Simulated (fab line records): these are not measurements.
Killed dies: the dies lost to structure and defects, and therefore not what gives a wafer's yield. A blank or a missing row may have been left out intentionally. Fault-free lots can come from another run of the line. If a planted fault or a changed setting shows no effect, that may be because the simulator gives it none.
Problem report, 8D (eight disciplines) form, completed by code -- flow nand-harc -- the parts of the form that need people (team, actions taken, sign-off) are left out

== 1. WHAT WENT WRONG ==
thk-nm at NHARC_P_M0_THK_MEAS_24 reads a mean of 123.4 nm on 1 wafer of 1 lot; wafers without a fault read 117.2 nm with a standard deviation of 1.3. That is +4.8 standard deviations from the usual mean.
The step: measures by xrf.
First seen on wafer L123.5, day 12 13:19, on film-metro-02. At this step, 33 wafers from 11 lots have a number in the record. Rule for "out", or "out of limits": more than 4 standard deviations from the usual mean. All remaining wafers that have a number are taken as sound.

== 2. WHAT IT IS, AND WHAT IT ISN'T ==
question,is,is not
which readings at this step,thk-nm,-
which lots,L123,"L108, L110, L111, L112, L113, L126, L127, L128, L129, L131"
which wafers of those lots,L123.5,"L123.3, L123.4"
read on which gauges,film-metro-02,film-metro-01
when,from day 12 13:19,"up to then (17 sound wafers); but 15 sound wafers of L126, L127, L128, L129, L131 came after"

== 3. WHAT RULES OUT EACH SUSPECT ==
Counting: if a tool at a process step up to the reading ran every lot that is out, it stays a suspect. Sound lots after the first of them don't rule it out here, since some wafers of a struck lot are sound.
- the gauge at NHARC_P_M0_THK_MEAS_24: ruled out. All the wafers that are out were read on film-metro-02, but those of them that NHARC_P_M0_INSPECT_27 has rows for are out there too, on other tools.
- rie-diel-05 at NHARC_P_M0_ETCH_15 (etches the open film in C4F8/Ar, target depth 150 nm, overetch 15 nm, time 82.5 s): kept. L123, the lot that is out, went through it at day 12 11:21; up to then, the latest sound lot through it was L110 at day 6 22:16. NHARC_P_M0_ETCH_15: start missing for some lots; hours and lot order therefore follow NHARC_P_M0_STRIP_18.
- rie-diel-01 at NHARC_P_M0_STRIP_18 (strips in N2/H2): kept. L123, the lot that is out, went through it at day 12 11:21; up to then, the latest sound lot through it was L108 at day 6 01:50.
- cmp-01 at NHARC_P_M0_CMP_23 (polishes, t overpolish 20 s, target thk 117.54 nm): kept. L123, the lot that is out, went through it at day 12 12:59; up to then, the latest sound lot through it was L112 at day 7 15:59.
- cmp-01, NHARC_P_M0_CMP_23: wafers that are out in chamber 2, sound lot-mates in chambers 1, 3.
After the count, these remain: rie-diel-05 at NHARC_P_M0_ETCH_15, rie-diel-01 at NHARC_P_M0_STRIP_18 and cmp-01 at NHARC_P_M0_CMP_23.

== 4. THE CAUSE (what the simulator had put in) ==
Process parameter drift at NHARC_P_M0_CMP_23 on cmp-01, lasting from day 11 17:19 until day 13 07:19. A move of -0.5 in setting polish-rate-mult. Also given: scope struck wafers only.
Counting left 3 suspects, and this tool is among them.

== 5. THE CHAIN OF EFFECTS, in route order ==
Rows list readings where the struck wafers' mean (over those with a number) sits beyond 3 standard deviations from the usual. Only readings for which the record gives a usual standard deviation are gone through. hours: the time from each lot's start at the first step in this table that gives one to its start at this step, as a median over the lots. sigmas: the change in usual standard deviations.
hours,step,reading,usual,on struck wafers,change,sigmas
0,NHARC_P_M0_CMP_23,time-to-endpoint-s,27.3 s,37.0,+9.7,+3.6
0,NHARC_P_M0_THK_MEAS_24,thk-nm,117.2 nm,123.4,+6.2,+4.8
0,NHARC_P_M0_INSPECT_27,raw-defect-count,295,2317,+2022,+17
440,NHARC_END_SORT_01,defect-limited-yield,90.2 %,0.0,-90.2,-39
440,NHARC_END_SORT_01,killed-at-periphery,3.7,631.0,+627.3,+99 or more
440,NHARC_END_SORT_01,killed-dies,66,677,+611,+41
The process steps in it:
- NHARC_P_M0_CMP_23: polishes, t overpolish 20 s, target thk 117.54 nm.

== 6. WHAT WOULD HAVE CAUGHT IT SOONER ==
Counted from the fault's start at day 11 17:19, it took 20 hours until the first out-of-limits reading at a measuring or inspecting step in this record, taken at day 12 13:19.
Of the tool readings at NHARC_P_M0_CMP_23 for which the record gives a usual standard deviation, none was out on any struck wafer, so an alarm limit of 4 standard deviations on them would not have fired.
Lots out: 1; all had begun NHARC_P_M0_CMP_23 on cmp-01 by day 12 13:19. Had the tool been put on hold then, not one of them would have been saved.
